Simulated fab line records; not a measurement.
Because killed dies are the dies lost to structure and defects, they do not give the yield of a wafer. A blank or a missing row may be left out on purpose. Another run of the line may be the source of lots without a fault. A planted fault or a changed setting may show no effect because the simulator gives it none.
fab line records | flow nand_harc | part 2 of 2: steps 5 to 6 of 6
record lots=23 | wafers=69 | last_day=24
route steps=1159 shown A_STAIRCASE@582
lots with no fault: from the same line, run without faults
start_h: the number of hours between the record's first day and the start of the first shown wafer of the lot | wait_h: how many hours have passed since the lot's step before this one | " repeats the value in the row above | L1.1+2: one row covering several wafers at once | - no value, or no start given | * or withheld: withheld | < > ~ a bound
route shown NAME@n: a module of which the file shows steps, and the number in the route of the first | usual: the fault-free wafers' mean and standard deviation | same: alike in all rows | chamber/n: place in a boat | sites: readings site by site | _std_site: the values' standard deviation | _edge_site: inner sites' mean taken away from outer sites' mean | radius_mm: how far each site lies from the wafer's centre | mask NAME#n: copy n | behind: tool/chamber where the wafer was last shaped | hold: why the lot went on hold/how many hours it stayed there/how the hold came to an end | device: the n, p or np transistor that did not switch | end of line: tests of these same wafers at the route's end | a step with no rows: only its recipe | killed: not the wafer's yield, but the dies lost to structure and defects at the first sort | map: the dies of a wafer, with x for killed, . for not killed, _ for no die there
set.NAME: the run value of the setting; set.NAME@STEP: its run value at that earlier step | model.NAME: the simulator's own value behind a step, which no gauge read
a sample of lots followed through the steps of the route, with each step as a table and each wafer as a row
services: from which hour (start_h, from the record's first day; less than 0 if before it) a tool's chamber was out of use, for how many hours, and why
## steps
# step NHARC_A_STAIRCASE_ETCH_221
# recipe target_depth_a=1000 | time_s=40.5 | ion_energy_ev=400 | c4f8_flow_sccm=20 | o2_flow_sccm=10 | ar_flow_sccm=withheld | rf_w=600 | bias_w=1000 | chemistry=C4F8/O2
# usual oes_product_au=0.938/0.013 | rf_fwd_power_W=591.8/2.9 | rf_vpp_V=897/6.2
lot.wafer | tool        | chamber | start_h | wait_h | oes_product_au | rf_fwd_power_W | rf_hours_counter_h | rf_vpp_V
L074.1    | rie_diel-07 | 3       | -       | -      | 0.947          | 588.7          | 1                  | 889
L074.4    | "           | 2       | "       | "      | 0.942          | 593.1          | 1                  | 896
L074.6    | "           | 3       | "       | "      | 0.949          | 589.7          | -                  | 888
L077.1    | rie_diel-07 | 0       | -       | -      | 0.940          | 592.6          | 7                  | 906
L077.3    | "           | 3       | "       | "      | 0.927          | 587.2          | 7                  | 889
L077.6    | "           | 1       | "       | "      | 0.923          | 593.5          | -                  | 897
L075.4    | rie_diel-07 | 3       | -       | -      | 0.919          | 590.7          | 8                  | 888
L075.5    | "           | 2       | "       | "      | 0.923          | 594.3          | -                  | 898
L075.6    | "           | 3       | "       | "      | 0.919          | 588.4          | -                  | 888
L076.1    | rie_diel-02 | 1       | -       | -      | 0.934          | 591.3          | 40                 | 899
L076.3    | "           | 3       | "       | "      | 0.947          | 587.1          | 40                 | 887
L076.6    | "           | 0       | "       | "      | 0.940          | 590.8          | -                  | 904
L080.1    | rie_diel-07 | 2       | -       | -      | 0.939          | 594.2          | 13                 | 898
L080.6    | "           | 0       | "       | "      | 0.930          | 590.8          | -                  | 905
L080.5    | "           | 1       | "       | "      | 0.923          | 597.8          | -                  | 899
L079.4    | rie_diel-08 | 3       | -       | -      | 0.926          | 588.2          | 50                 | 899
L079.2    | "           | 0       | "       | "      | 0.924          | 594.0          | 57                 | 900
L079.6    | "           | 3       | "       | "      | 0.938          | 584.6          | -                  | 898
L078.2    | rie_diel-08 | 3       | -       | -      | 0.934          | 588.4          | 51                 | 899
L078.4    | "           | 1       | "       | "      | 0.929          | 592.5          | 40                 | 900
L078.6    | "           | 3       | "       | "      | 0.932          | 589.5          | -                  | 900
L081.1    | rie_diel-07 | 0       | -       | -      | 0.950          | 595.7          | 16                 | 907
L081.4    | "           | 2       | "       | "      | 0.936          | 592.2          | 16                 | 896
L081.6    | "           | 1       | "       | "      | 0.939          | 596.2          | -                  | 898
L083.3    | rie_diel-02 | 1       | -       | -      | 0.947          | 596.0          | 49                 | 899
L083.4    | "           | 2       | "       | "      | 0.946          | 594.6          | 39                 | 898
L083.5    | "           | 0       | "       | "      | 0.927          | 592.5          | -                  | 904
L084.4    | rie_diel-07 | 2       | -       | -      | 0.937          | 595.0          | 24                 | 898
L084.2    | "           | 3       | "       | "      | 0.929          | 587.0          | 22                 | 888
L084.5    | "           | 2       | "       | "      | 0.943          | 591.1          | -                  | 896
L085.1    | rie_diel-07 | 2       | -       | -      | 0.936          | 593.0          | 26                 | 897
L085.6    | "           | 1       | "       | "      | 0.934          | 593.4          | -                  | 898
L085.5    | "           | 2       | "       | "      | 0.932          | 594.9          | -                  | 897
L086.1    | rie_diel-02 | 3       | -       | -      | 0.953          | 587.4          | 59                 | 887
L086.2    | "           | 1       | "       | "      | 0.948          | 594.5          | 61                 | 900
L086.4    | "           | 2       | "       | "      | 0.956          | 591.8          | 48                 | 896
L087.3    | rie_diel-02 | 1       | -       | -      | 0.945          | 592.7          | 61                 | 898
L087.2    | "           | 3       | "       | "      | 0.929          | 589.0          | 60                 | 887
L087.6    | "           | 2       | "       | "      | 0.931          | 591.5          | -                  | 896
L088.1    | rie_diel-02 | 1       | -       | -      | 0.953          | 593.0          | 63                 | 899
L088.4    | "           | 2       | "       | "      | 0.942          | 593.5          | 50                 | 898
L088.5    | "           | 1       | "       | "      | 0.951          | 592.7          | -                  | 901
L090.4    | rie_diel-08 | 0       | -       | -      | 0.938          | 593.3          | 9                  | 900
L090.1    | "           | 1       | "       | "      | 0.928          | 588.6          | 11                 | 899
L090.6    | "           | 3       | "       | "      | 0.935          | 590.6          | -                  | 901
L089.4    | rie_diel-07 | 3       | -       | -      | 0.921          | 587.5          | 38                 | 887
L089.2    | "           | 0       | "       | "      | 0.928          | 590.4          | 37                 | 906
L089.5    | "           | 3       | "       | "      | 0.918          | 588.4          | -                  | 888
L091.3    | rie_diel-07 | 0       | -       | -      | 0.955          | 595.4          | 39                 | 906
L091.1    | "           | 1       | "       | "      | 0.944          | 593.7          | 42                 | 896
L091.6    | "           | 3       | "       | "      | 0.945          | 588.2          | -                  | 887
L092.1    | rie_diel-08 | 1       | -       | -      | 0.947          | 591.6          | 15                 | 900
L092.4    | "           | 2       | "       | "      | 0.967          | 590.5          | 19                 | 888
L092.6    | "           | 1       | "       | "      | 0.950          | 590.1          | -                  | 899
L093.3    | rie_diel-07 | 0       | -       | -      | 0.956          | 592.7          | 41                 | 905
L093.2    | "           | 3       | "       | "      | 0.944          | 586.4          | 42                 | 888
L093.6    | "           | 1       | "       | "      | 0.943          | 592.9          | -                  | 896
L094.3    | rie_diel-07 | 2       | -       | -      | 0.925          | 591.7          | 48                 | 895
L094.5    | "           | 3       | "       | "      | 0.927          | 588.9          | -                  | 886
L094.6    | "           | 0       | "       | "      | 0.926          | 591.3          | -                  | 904
L095.3    | rie_diel-08 | 2       | -       | -      | 0.953          | 590.6          | 25                 | 887
L095.2    | "           | 0       | "       | "      | 0.946          | 593.5          | 21                 | 900
L095.5    | "           | 2       | "       | "      | 0.951          | 588.3          | -                  | 889
L097.4    | rie_diel-08 | 3       | -       | -      | 0.932          | 589.6          | 24                 | 898
L097.1    | "           | 1       | "       | "      | 0.922          | 590.3          | 23                 | 898
L097.6    | "           | 3       | "       | "      | 0.934          | 591.2          | -                  | 900
L096.2    | rie_diel-07 | 0       | -       | -      | 0.940          | 589.1          | 50                 | 906
L096.1    | "           | 1       | "       | "      | 0.958          | 589.9          | 52                 | 899
L096.4    | "           | 2       | "       | "      | 0.951          | 593.0          | 54                 | 897
# step NHARC_A_STAIRCASE_TRIM_222
# recipe time_s=211.2 | o2_flow_sccm=500 | ar_flow_sccm=0 | bias_w=0 | chemistry=O2
# usual drypump_motor_current_A=5.5/0.61 | oes_product_au=0.999/0.0076 | rf_vpp_V=57.9/0.95 | showerhead_plenum_p_Torr=3.56/0.16 | throttle_valve_pct=17.036/0.009
lot.wafer | tool        | chamber | start_h | wait_h | drypump_motor_current_A | oes_product_au | rf_hours_counter_h | rf_vpp_V | showerhead_plenum_p_Torr | throttle_valve_pct
L074.4    | rie_diel-07 | 3       | -       | -      | 5.8                     | 0.995          | 1                  | 56.0     | 3.33                     | 17.023
L074.1    | "           | 0       | "       | "      | 4.7                     | 1.006          | 1                  | 58.9     | 3.81                     | 17.059
L074.6    | "           | 2       | "       | "      | 5.0                     | 1.005          | -                  | 56.8     | 3.56                     | 17.036
L077.3    | rie_diel-07 | 1       | -       | -      | 4.8                     | 0.987          | 7                  | 58.7     | 3.58                     | 17.041
L077.1    | "           | 0       | "       | "      | 4.8                     | 1.004          | 7                  | 58.8     | 3.80                     | 17.034
L077.6    | "           | 2       | "       | "      | 5.1                     | 1.010          | -                  | 58.1     | 3.56                     | 17.033
L075.4    | rie_diel-07 | 2       | -       | -      | 5.1                     | 1.004          | 8                  | 57.5     | 3.56                     | 17.052
L075.5    | "           | 3       | "       | "      | 5.8                     | 1.014          | -                  | 57.6     | 3.33                     | 17.025
L075.6    | "           | 0       | "       | "      | 4.7                     | 1.017          | -                  | 57.8     | 3.80                     | 17.031
L076.3    | rie_diel-02 | 3       | -       | -      | 5.4                     | 1.004          | 40                 | 57.9     | 3.29                     | 17.030
L076.1    | "           | 0       | "       | "      | 5.7                     | 1.006          | 39                 | 57.0     | 3.79                     | 17.057
L076.6    | "           | 0       | "       | "      | 5.7                     | 1.000          | -                  | 58.4     | 3.78                     | 17.035
L080.1    | rie_diel-07 | 1       | -       | -      | 4.8                     | 0.996          | 13                 | 57.7     | 3.58                     | 17.039
L080.5    | "           | 2       | "       | "      | 5.1                     | 1.003          | -                  | 57.7     | 3.56                     | 17.044
L080.6    | "           | 3       | "       | "      | 5.8                     | 0.989          | -                  | 56.6     | 3.33                     | 17.032
L079.4    | rie_diel-08 | 2       | -       | -      | 6.4                     | 1.003          | 59                 | 56.7     | 3.32                     | 17.036
L079.2    | "           | 0       | "       | "      | 6.0                     | 0.977          | 57                 | 58.8     | 3.65                     | 17.044
L079.6    | "           | 2       | "       | "      | 6.3                     | 0.999          | -                  | 57.1     | 3.32                     | 17.048
L078.4    | rie_diel-08 | 0       | -       | -      | 6.0                     | 0.976          | 58                 | 56.9     | 3.65                     | 17.023
L078.2    | "           | 1       | "       | "      | 6.5                     | 1.008          | 40                 | 56.3     | 3.62                     | 17.035
L078.6    | "           | 2       | "       | "      | 6.3                     | 0.999          | -                  | 59.1     | 3.32                     | 17.028
L081.4    | rie_diel-07 | 0       | -       | -      | 4.8                     | 0.995          | 16                 | 60.7     | 3.80                     | 17.032
L081.1    | "           | 1       | "       | "      | 4.8                     | 0.984          | 16                 | 58.0     | 3.58                     | 17.040
L081.6    | "           | 1       | "       | "      | 4.8                     | 1.000          | -                  | 59.7     | 3.58                     | 17.040
L083.3    | rie_diel-02 | 0       | -       | -      | 5.7                     | 0.998          | 48                 | 58.8     | 3.78                     | 17.028
L083.4    | "           | 1       | "       | "      | 5.3                     | 0.997          | 49                 | 57.3     | 3.62                     | 17.035
L083.5    | "           | 1       | "       | "      | 5.3                     | 0.999          | -                  | 57.8     | 3.62                     | 17.031
L084.2    | rie_diel-07 | 3       | -       | -      | 5.8                     | 1.008          | 22                 | 57.2     | 3.32                     | 17.026
L084.4    | "           | 0       | "       | "      | 4.7                     | 1.005          | 23                 | 59.4     | 3.79                     | 17.035
L084.5    | "           | 1       | "       | "      | 4.8                     | 1.000          | -                  | 59.0     | 3.58                     | 17.024
L085.1    | rie_diel-07 | 2       | -       | -      | 5.1                     | 0.988          | 26                 | 57.8     | 3.55                     | 17.041
L085.5    | "           | 0       | "       | "      | 4.7                     | 0.990          | -                  | 59.1     | 3.79                     | 17.046
L085.6    | "           | 1       | "       | "      | 4.8                     | 0.985          | -                  | 57.2     | 3.57                     | 17.036
L086.4    | rie_diel-02 | 2       | -       | -      | 6.2                     | 0.989          | 48                 | 56.6     | 3.56                     | 17.037
L086.2    | "           | 0       | "       | "      | 5.7                     | 1.005          | 61                 | 58.6     | 3.77                     | 17.039
L086.1    | "           | 1       | "       | "      | 5.3                     | 0.996          | 61                 | 57.8     | 3.62                     | 17.035
L087.2    | rie_diel-02 | 0       | -       | -      | 5.7                     | 1.002          | 62                 | 57.8     | 3.77                     | 17.035
L087.3    | "           | 3       | "       | "      | 5.4                     | 0.989          | 60                 | 56.5     | 3.28                     | 17.052
L087.6    | "           | 0       | "       | "      | 5.7                     | 0.995          | -                  | 57.8     | 3.77                     | 17.039
L088.1    | rie_diel-02 | 2       | -       | -      | 6.3                     | 0.994          | 50                 | 58.9     | 3.56                     | 17.047
L088.4    | "           | 3       | "       | "      | 5.4                     | 1.003          | 61                 | 58.1     | 3.28                     | 17.036
L088.5    | "           | 1       | "       | "      | 5.3                     | 0.996          | -                  | 57.9     | 3.62                     | 17.035
L090.1    | rie_diel-08 | 0       | -       | -      | 6.0                     | 1.009          | 10                 | 59.8     | 3.64                     | 17.029
L090.4    | "           | 2       | "       | "      | 6.3                     | 1.007          | 13                 | 55.8     | 3.31                     | 17.038
L090.6    | "           | 0       | "       | "      | 6.0                     | 1.002          | -                  | 57.6     | 3.64                     | 17.035
L089.2    | rie_diel-07 | 1       | -       | -      | 4.8                     | 0.998          | 40                 | 57.1     | 3.57                     | 17.039
L089.4    | "           | 3       | "       | "      | 5.8                     | 0.996          | 38                 | 56.9     | 3.31                     | 17.048
L089.5    | "           | 1       | "       | "      | 4.8                     | 0.999          | -                  | 57.3     | 3.57                     | 17.025
L091.3    | rie_diel-07 | 1       | -       | -      | 4.8                     | 1.000          | 42                 | 57.7     | 3.57                     | 17.028
L091.1    | "           | 2       | "       | "      | 5.0                     | 1.005          | 43                 | 56.8     | 3.54                     | 17.043
L091.6    | "           | 2       | "       | "      | 5.1                     | 1.005          | -                  | 58.5     | 3.54                     | 17.021
L092.4    | rie_diel-08 | 0       | -       | -      | 6.0                     | 1.000          | 14                 | 58.8     | 3.64                     | 17.035
L092.1    | "           | 2       | "       | "      | 6.3                     | 0.996          | 19                 | 56.9     | 3.30                     | 17.033
L092.6    | "           | 3       | "       | "      | 6.3                     | 1.006          | -                  | 58.6     | 3.61                     | 17.049
L093.3    | rie_diel-07 | 1       | -       | -      | 4.8                     | 0.993          | 43                 | 58.4     | 3.56                     | 17.040
L093.2    | "           | 3       | "       | "      | 5.8                     | 0.991          | 42                 | 57.9     | 3.31                     | 17.035
L093.6    | "           | 0       | "       | "      | 4.8                     | 0.994          | -                  | 57.4     | 3.78                     | 17.066
L094.3    | rie_diel-07 | 1       | -       | -      | 4.8                     | 0.993          | 47                 | 56.6     | 3.56                     | 17.030
L094.6    | "           | 1       | "       | "      | 4.8                     | 0.998          | -                  | 56.6     | 3.56                     | 17.051
L094.5    | "           | 2       | "       | "      | 5.1                     | 0.993          | -                  | 58.3     | 3.54                     | 17.045
L095.3    | rie_diel-08 | 2       | -       | -      | 6.3                     | 1.013          | 25                 | 56.4     | 3.30                     | 17.035
L095.2    | "           | 3       | "       | "      | 6.3                     | 1.010          | 23                 | 59.2     | 3.61                     | 17.040
L095.5    | "           | 1       | "       | "      | 6.5                     | 1.001          | -                  | 58.3     | 3.60                     | 17.038
L097.4    | rie_diel-08 | 2       | -       | -      | 6.3                     | 1.000          | 26                 | 57.3     | 3.30                     | 17.037
L097.1    | "           | 1       | "       | "      | 6.5                     | 1.000          | 23                 | 57.5     | 3.60                     | 17.040
L097.6    | "           | 3       | "       | "      | 6.4                     | 1.011          | -                  | 57.0     | 3.61                     | 17.046
L096.4    | rie_diel-07 | 3       | -       | -      | 5.8                     | 0.996          | 50                 | 54.7     | 3.31                     | 17.046
L096.1    | "           | 1       | "       | "      | 4.8                     | 0.991          | 52                 | 58.3     | 3.56                     | 17.034
L096.2    | "           | 2       | "       | "      | 5.1                     | 0.995          | 54                 | 58.2     | 3.54                     | 17.039
## services
tool        | chamber | start_h | hours | kind
rie_diel-07 | -       | 228.33  | 9.0   | pm
rie_diel-07 | 0       | 228.33  | 9.0   | vent_cycle
rie_diel-07 | 1       | 228.33  | 9.0   | vent_cycle
rie_diel-07 | 2       | 228.33  | 9.0   | vent_cycle
rie_diel-07 | 3       | 228.33  | 9.0   | vent_cycle
rie_diel-07 | 0       | 237.33  | -     | clean
rie_diel-07 | 0       | 237.33  | -     | consumable_replace:showerhead
rie_diel-07 | 1       | 237.33  | -     | clean
rie_diel-07 | 1       | 237.33  | -     | consumable_replace:focus_ring
rie_diel-07 | 2       | 237.33  | -     | clean
rie_diel-07 | 3       | 237.33  | -     | clean
rie_diel-02 | 2       | 253.28  | 25.0  | repair
rie_diel-07 | 0       | 262.68  | -     | clean
rie_diel-07 | 1       | 262.68  | -     | clean
rie_diel-07 | 2       | 262.68  | -     | clean
rie_diel-07 | 3       | 262.68  | -     | clean
rie_diel-07 | 0       | 287.18  | -     | clean
rie_diel-07 | 1       | 287.18  | -     | clean
rie_diel-07 | 2       | 287.18  | -     | clean
rie_diel-07 | 3       | 287.18  | -     | clean
rie_diel-07 | 0       | 311.68  | -     | clean
rie_diel-07 | 1       | 311.68  | -     | clean
rie_diel-02 | 3       | 338.36  | 6.1   | repair
rie_diel-07 | 1       | 371.43  | 2.3   | repair
